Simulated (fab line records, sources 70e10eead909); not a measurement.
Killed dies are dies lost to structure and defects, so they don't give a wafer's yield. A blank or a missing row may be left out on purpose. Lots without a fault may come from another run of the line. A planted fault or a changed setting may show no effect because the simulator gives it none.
fab line records | flow nand_harc
record lots=14 wafers=42 last_day=33
route steps=1302 shown A_ZERO_WELL@403 A_ONON_D1@440
lots that met no fault: from a run of the same line without faults
start_h: hours from the record's first day to the start of the lot's first wafer shown | wait_h: hours since the lot's step before | " the same as in the row above | L1.1+2: a row that stands for several wafers | - no value, or no start given | * or withheld: withheld | < > ~ a bound
route shown NAME@n: a module of which the file shows steps, and the number in the route of the first | usual: mean/standard deviation of fault-free wafers | same: alike in all rows | chamber/n: place in a boat | sites: the reading at each site | _std_site: their standard deviation | _edge_site: outer sites' mean less inner sites' | radius_mm: how far each site lies from the wafer's centre | mask NAME#n: copy n | behind: the tool/chamber that last shaped the wafer | hold: why the lot was held/for how many hours/how that ended | device: the transistor (n, p or np) that didn't switch | end of line: the same wafers' tests at the end of the route | a step without rows: its recipe alone | killed: dies lost to structure and defects at the first sort, not the wafer's yield | map: a wafer's dies, x killed, . not, _ none there
set.NAME: the setting as run; set.NAME@STEP: as run at that earlier step | model.NAME: the simulator's own value behind a step, which no gauge read
steps of the route over a sample of lots; a table a step, a row a wafer
services: from which hour (start_h, from the record's first day; less than 0 if before it) a tool's chamber was out of use, for how many hours, and why
## steps
# step NHARC_A_ZERO_WELL_DESCUM_12
# recipe time_s=3 o2_flow_sccm=200 ar_flow_sccm=0 bias_power_w=0 chemistry=O2
# usual drypump_motor_current_A=5.6/0.33 oes_product_au=1.000/0.0082 rf_vpp_V=57.9/0.77 showerhead_plenum_p_Torr=1.96/0.066 throttle_valve_pct=11.311/0.01
# columns lot.wafer tool chamber start_h wait_h drypump_motor_current_A oes_product_au rf_hours_counter_h rf_vpp_V showerhead_plenum_p_Torr throttle_valve_pct
L512.3 rie_diel-05 1 153.49 - 5.2 0.999 3 58.6 1.98 11.303
L512.6 " 3 " " 5.9 1.008 - 57.5 1.90 11.322
L512.5 " 0 " " 5.5 1.001 - 57.4 2.00 11.304
L513.4 rie_diel-05 2 163.03 - 5.4 1.005 3 58.2 2.06 11.305
L513.5 " 0 " " 5.5 1.004 - 58.5 2.00 11.290
L513.6 " 1 " " 5.2 0.999 - 59.1 1.98 11.321
L514.3 rie_diel-05 0 168.91 - 5.5 0.998 3 57.3 2.00 11.305
L514.1 " 1 " " 5.2 0.994 3 59.0 1.98 11.312
L514.2 " 2 " " 5.4 1.010 3 58.6 2.06 11.316
L515.4 rie_diel-08 2 179.07 - 6.0 0.993 24 58.3 1.89 11.321
L515.1 " 0 " " 5.9 1.006 24 58.0 1.88 11.317
L515.2 " 1 " " 5.8 1.006 28 57.6 1.87 11.313
L516.2 rie_diel-05 0 204.12 - 5.5 1.004 4 58.3 2.00 11.300
L516.6 " 1 " " 5.2 0.989 - 57.6 1.98 11.299
L516.5 " 2 " " 5.4 0.993 - 58.9 2.06 11.310
L517.4 rie_diel-08 0 216.03 - 5.9 1.001 4 56.8 1.87 11.316
L517.3 " 1 " " 5.8 0.987 4 58.1 1.87 11.300
L517.5 " 3 " " 6.2 1.012 - 57.1 1.86 11.308
L519.4 rie_diel-05 0 225.30 - 5.5 1.011 4 56.8 2.00 11.298
L519.1 " 1 " " 5.2 1.000 4 56.8 1.98 11.301
L519.5 " 3 " " 6.0 1.003 - 57.1 1.90 11.317
L521.2 rie_diel-02 0 237.45 - 5.2 0.995 4 57.9 1.95 11.303
L521.6 " 0 " " 5.2 0.992 - 57.0 1.95 11.331
L521.5 " 1 " " 6.2 0.979 - 58.1 2.08 11.299
L522.2 rie_diel-05 1 255.92 - 5.3 0.995 1 57.3 1.98 11.320
L522.1 " 0 " " 5.4 0.991 1 58.3 2.00 11.323
L522.4 " 0 " " 5.5 0.994 - 58.8 2.00 11.297
L523.1 rie_diel-05 3 262.66 - 6.0 1.002 1 57.6 1.90 11.322
L523.2 " 0 " " 5.5 1.012 1 58.2 2.00 11.311
L523.5 " 3 " " 6.0 1.012 - 56.9 1.90 11.315
L527.2 rie_diel-05 1 305.42 - 5.2 1.008 2 58.0 1.98 11.308
L527.1 " 2 " " 5.4 1.006 2 57.3 2.06 11.315
L527.6 " 2 " " 5.4 1.000 - 58.3 2.06 11.320
L529.4 rie_diel-05 0 318.17 - 5.5 1.011 2 59.7 1.99 11.323
L529.1 " 2 " " 5.4 1.012 2 57.3 2.06 11.312
L529.5 " 3 " " 5.9 0.992 - 57.0 1.90 11.310
L530.2 rie_diel-05 1 335.04 - 5.2 1.004 2 57.0 1.98 11.284
L530.4 " 2 " " 5.4 0.992 2 58.3 2.06 11.313
L530.3 " 3 " " 5.9 0.994 3 57.8 1.90 11.310
L532.1 rie_diel-05 1 357.17 - 5.3 1.008 4 58.3 1.98 11.304
L532.3 " 2 " " 5.4 1.000 4 59.3 2.06 11.300
L532.6 " 1 " " 5.2 1.008 - 58.8 1.98 11.313
# step NHARC_A_ZERO_WELL_ETCH_19
# recipe target_depth_a=800 overetch_a=240 time_s=87.88 ion_energy_ev=200 n2_flow_sccm=150 h2_flow_sccm=150 ar_flow_sccm=0 rf_w=400 bias_w=150 chemistry=N2/H2
# usual drypump_motor_current_A=5.6/0.33 n2_flow_sccm=150.0/0.45 oes_product_au=1.001/0.0077 rf_vpp_V=432.0/2.1 showerhead_plenum_p_Torr=2.09/0.074 throttle_valve_pct=14.173/0.0087
# columns lot.wafer tool chamber start_h wait_h drypump_motor_current_A n2_flow_sccm oes_product_au rf_hours_counter_h rf_vpp_V showerhead_plenum_p_Torr throttle_valve_pct
L512.3 rie_diel-05 0 153.58 0.1 5.5 149.4 1.003 3 433.0 2.13 14.179
L512.5 " 1 " " 5.2 149.9 0.998 - 433.2 2.11 14.168
L512.6 " 2 " " 5.4 150.2 1.011 - 433.9 2.20 14.171
L513.4 rie_diel-05 2 163.10 0.1 5.4 149.9 0.986 3 434.6 2.20 14.172
L513.5 " 1 " " 5.2 149.3 0.997 - 432.8 2.11 14.184
L513.6 " 2 " " 5.4 149.8 0.995 - 436.0 2.20 14.174
L514.3 rie_diel-05 2 168.98 0.1 5.4 149.8 0.999 3 436.0 2.20 14.159
L514.2 " 3 " " 6.0 150.6 0.989 3 431.9 2.02 14.166
L514.1 " 1 " " 5.2 150.1 1.011 3 433.6 2.11 14.179
L515.1 rie_diel-08 2 179.17 0.1 6.0 149.4 0.994 24 430.1 2.02 14.180
L515.4 " 3 " " 6.2 149.7 1.015 24 428.2 1.98 14.166
L515.2 " 0 " " 5.9 150.7 1.019 24 428.6 2.00 14.163
L516.2 rie_diel-05 1 204.20 0.1 5.2 150.5 1.000 4 434.1 2.11 14.167
L516.5 " 1 " " 5.2 150.0 1.002 - 432.6 2.11 14.175
L516.6 " 0 " " 5.5 150.4 1.003 - 434.4 2.13 14.157
L517.4 rie_diel-08 2 216.11 0.1 6.0 149.4 0.987 3 429.5 2.02 14.181
L517.3 " 3 " " 6.2 149.8 1.009 4 431.0 1.98 14.167
L517.5 " 1 " " 5.8 150.2 0.991 - 430.7 1.99 14.168
L519.1 rie_diel-05 2 225.37 0.1 5.4 150.8 1.006 4 433.4 2.20 14.164
L519.4 " 1 " " 5.2 150.4 1.010 4 432.2 2.11 14.165
L519.5 " 3 " " 6.0 150.2 0.995 - 431.0 2.02 14.166
L521.2 rie_diel-02 1 237.55 0.1 6.2 150.1 0.994 3 435.9 2.22 14.193
L521.5 " 0 " " 5.2 149.8 1.005 - 431.2 2.08 14.163
L521.6 " 1 " " 6.2 149.9 0.985 - 435.0 2.22 14.175
L522.1 rie_diel-05 1 256.03 0.1 5.2 149.5 1.010 1 431.2 2.11 14.172
L522.2 " 3 " " 5.9 150.4 1.011 1 429.8 2.02 14.181
L522.4 " 0 " " 5.5 149.4 0.999 - 433.3 2.13 14.180
L523.2 rie_diel-05 3 263.26 0.6 6.0 149.5 0.998 1 431.5 2.02 14.172
L523.1 " 0 " " 5.5 149.4 0.993 1 432.5 2.13 14.162
L523.5 " 0 " " 5.5 149.8 0.998 - 434.4 2.13 14.190
L527.2 rie_diel-05 1 305.52 0.1 5.2 150.5 1.004 2 432.2 2.11 14.164
L527.1 " 2 " " 5.4 149.8 1.009 2 434.7 2.20 14.186
L527.6 " 0 " " 5.4 149.8 1.001 - 433.6 2.13 14.180
L529.1 rie_diel-05 1 318.25 0.1 5.2 150.2 0.990 2 433.4 2.11 14.166
L529.4 " 2 " " 5.4 150.6 1.010 2 435.5 2.20 14.181
L529.5 " 1 " " 5.2 150.1 1.004 - 431.7 2.11 14.163
L530.3 rie_diel-05 1 335.11 0.1 5.2 150.3 1.011 2 432.7 2.11 14.155
L530.4 " 2 " " 5.4 149.8 1.010 3 434.5 2.20 14.174
L530.2 " 3 " " 6.0 150.2 1.001 3 429.3 2.02 14.180
L532.1 rie_diel-05 1 357.26 0.1 5.2 150.3 1.004 4 431.8 2.11 14.172
L532.3 " 2 " " 5.4 150.6 1.004 4 434.5 2.20 14.178
L532.6 " 0 " " 5.5 150.0 0.991 - 433.3 2.13 14.179
# step NHARC_A_ZERO_WELL_INSPECT_17
# usual raw_defect_count=10/6.2
# columns lot.wafer tool chamber start_h wait_h raw_defect_count
L512.3 defect_inspect-01 - 154.78 0.1 12
L512.5 " - " " 8
L512.6 " - " " 4
L513.4 defect_inspect-01 - 164.32 0.1 7
L513.5 " - " " 11
L513.6 " - " " 13
L514.1 defect_inspect-01 - 170.20 0.2 10
L514.2 " - " " 4
L514.3 " - " " 10
L515.1 defect_inspect-02 - 180.37 0.2 44
L515.2 " - " " 25
L515.4 " - " " 10
L516.2 defect_inspect-02 - 205.44 0.1 5
L516.5 " - " " 5
L516.6 " - " " 6
L517.3 defect_inspect-01 - 217.31 0.1 9
L517.4 " - " " 8
L517.5 " - " " 3
L519.1 defect_inspect-02 - 226.58 0.2 15
L519.4 " - " " 11
L519.5 " - " " 11
L521.2 defect_inspect-01 - 238.76 0.1 4
L521.5 " - " " 8
L521.6 " - " " 8
L522.1 defect_inspect-02 - 257.25 0.2 13
L522.2 " - " " 20
L522.4 " - " " 10
L523.1 defect_inspect-01 - 264.52 0.2 13
L523.2 " - " " 9
L523.5 " - " " 6
L527.1 defect_inspect-02 - 306.85 0.2 9
L527.2 " - " " 11
L527.6 " - " " 8
L529.1 defect_inspect-01 - 319.47 0.2 4
L529.4 " - " " 11
L529.5 " - " " 5
L530.2 defect_inspect-01 - 336.34 0.1 5
L530.3 " - " " 2
L530.4 " - " " 7
L532.1 defect_inspect-02 - 358.48 0.2 12
L532.3 " - " " 3
L532.6 " - " " 7
# step NHARC_A_ONON_D1_DEP_22
# recipe target_thk_a=10000 n2_flow_sccm=2750 n2o_flow_sccm=2000 nh3_flow_sccm=500 sih4_flow_sccm=210 temp_c=400
# usual n2_flow_sccm=2751/7.3
# columns lot.wafer tool chamber start_h wait_h n2_flow_sccm
L512.3 pecvd_onon-01 0 183.89 0.2 2751
L512.5 " 0 " " 2754
L512.6 " 0 " " 2737
L513.4 pecvd_onon-04 0 196.44 0.2 2746
L513.5 " 0 " " 2760
L513.6 " 0 " " 2764
L514.1 pecvd_onon-04 0 204.08 0.1 2759
L514.2 " 0 " " 2738
L514.3 " 0 " " 2754
L515.1 pecvd_onon-01 0 215.02 0.1 2761
L515.2 " 0 " " 2752
L515.4 " 0 " " 2759
L516.2 pecvd_onon-02 0 236.83 0.1 2759
L516.5 " 0 " " 2749
L516.6 " 0 " " 2747
L517.3 pecvd_onon-02 0 249.79 0.2 2753
L517.4 " 0 " " 2758
L517.5 " 0 " " 2746
L519.1 pecvd_onon-02 0 260.49 0.1 2751
L519.4 " 0 " " 2747
L519.5 " 0 " " 2753
L521.2 pecvd_onon-02 0 270.91 0.1 2749
L521.5 " 0 " " 2755
L521.6 " 0 " " 2750
L522.1 pecvd_onon-04 0 288.44 0.1 2737
L522.2 " 0 " " 2749
L522.4 " 0 " " 2736
L523.1 pecvd_onon-02 0 296.51 0.1 2768
L523.2 " 0 " " 2751
L523.5 " 0 " " 2760
L527.1 pecvd_onon-04 0 340.28 0.1 2751
L527.2 " 0 " " 2754
L527.6 " 0 " " 2753
L529.1 pecvd_onon-01 0 351.24 0.1 2743
L529.4 " 0 " " 2756
L529.5 " 0 " " 2750
L530.2 pecvd_onon-04 0 370.12 0.1 2753
L530.3 " 0 " " 2752
L530.4 " 0 " " 2752
L532.1 pecvd_onon-02 0 390.74 0.1 2743
L532.3 " 0 " " 2742
L532.6 " 0 " " 2749
# step NHARC_A_ONON_D1_THK_MEAS_24
# recipe thk_meas_gauge=ellipsometry
# usual thk_nm=999/8.4
# columns lot.wafer tool chamber start_h wait_h hold thk_nm
L512.3 film_metro-02 - 184.29 - - 994
L512.5 " - " " - 992
L512.6 " - " " - 993
L513.4 film_metro-02 - 196.78 - - 989
L513.5 " - " " - 990
L513.6 " - " " - 989
L514.1 film_metro-01 - 204.59 - - 986
L514.2 " - " " - 987
L514.3 " - " " - 984
L515.1 film_metro-01 - 215.53 - - 1009
L515.2 " - " " - 1009
L515.4 " - " " - 1008
L516.2 film_metro-01 - 237.29 - - 989
L516.5 " - " " - 988
L516.6 " - " " - 987
L517.3 film_metro-02 - 250.19 - - 996
L517.4 " - " " - 996
L517.5 " - " " - 997
L519.1 film_metro-02 - 261.00 - - 1007
L519.4 " - " " - 1006
L519.5 " - " " - 1005
L521.2 film_metro-02 - 271.36 - await_dispo/0.2h/release 1514
L521.5 " - " " await_dispo/0.2h/release 1000
L521.6 " - " " await_dispo/0.2h/release 1001
L521.2 film_metro-02 - 271.53 0.2 - 1515
L521.5 " - " " - 1002
L521.6 " - " " - 999
L522.1 film_metro-01 - 288.96 - - 999
L522.2 " - " " - 995
L522.4 " - " " - 998
L523.1 film_metro-01 - 297.03 - await_dispo/0.2h/release 1009
L523.2 " - " " await_dispo/0.2h/release 1521
L523.5 " - " " await_dispo/0.2h/release 1008
L523.1 film_metro-01 - 297.20 0.2 - 1008
L523.2 " - " " - 1522
L523.5 " - " " - 1008
L527.1 film_metro-01 - 340.79 - - 988
L527.2 " - " " - 987
L527.6 " - " " - 988
L529.1 film_metro-01 - 351.75 - - 1003
L529.4 " - " " - 1004
L529.5 " - " " - 1005
L530.2 film_metro-01 - 370.57 - - 990
L530.3 " - " " - 991
L530.4 " - " " - 991
L532.1 film_metro-01 - 391.24 - - 1017
L532.3 " - " " - 1015
L532.6 " - " " - 1018
## services
# columns tool chamber start_h hours kind
pecvd_onon-04 - 130.75 13.0 pm
rie_diel-02 0 156.25 9.1 repair
rie_diel-02 1 166.55 2.4 repair
rie_diel-02 3 176.76 7.7 repair
pecvd_onon-02 - 185.26 13.0 pm
rie_diel-08 - 190.80 9.0 pm
rie_diel-05 3 199.70 7.9 repair
rie_diel-05 0 212.49 5.1 repair
rie_diel-05 - 213.32 3.8 repair
rie_diel-05 - 229.72 9.0 pm
rie_diel-05 2 254.99 14.3 repair
rie_diel-05 1 256.78 10.2 repair
pecvd_onon-04 - 258.45 5.6 repair
rie_diel-08 2 260.28 2.6 repair
pecvd_onon-01 - 269.00 13.0 pm
rie_diel-05 1 281.46 3.8 repair
rie_diel-08 3 288.38 12.3 repair
pecvd_onon-04 - 311.75 13.0 pm
pecvd_onon-04 - 326.73 2.5 repair
rie_diel-08 0 351.71 12.3 repair
pecvd_onon-02 - 366.26 13.0 pm
rie_diel-08 - 367.80 9.0 pm
rie_diel-08 1 378.87 11.0 repair
rie_diel-05 1 380.47 4.5 repair
## key
first_sign step=NHARC_A_ONON_D1_THK_MEAS_24 reading=visit direction=added
effect step=NHARC_A_ONON_D1_THK_MEAS_24 reading=thk_nm direction=up sigmas=62 usual=999 struck=1518
met_at NHARC_A_ONON_D1_DEP_22
struck_lots L521,L523
struck_wafers L521.2,L523.2
later_rows_left_out L521.2,L523.2
sort_left_out L521.2,L523.2
tester_left_out L521,L523
not_acting_at NHARC_A_ZERO_WELL_DESCUM_12,NHARC_A_ZERO_WELL_ETCH_19,NHARC_A_ZERO_WELL_INSPECT_17
onset_between 260.49 270.91
fault kind=process_parameter_drift tool=pecvd_onon-02 chamber=- onset_h=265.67 steps=NHARC_A_ONON_D1_DEP_22 channel=target_thk_a offset=* shape=step end_h=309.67 scope=struck_wafers_only acts_in=* stated=*
# tester_left_out: of these lots the tester's yield and bins aren't shown, on N5 and GAA mostly nor the transistor test; their killed dies are dies lost to structure and defects alone, not to doping, threshold or leakage, so they don't give the yield
# sort_left_out: the simulated sort isn't trusted on such a fault, so these wafers' sort isn't shown, and their yield isn't known
# later_rows_left_out: the simulator's readings of these wafers behind a module that went badly wrong aren't trusted and aren't shown, but for the sort
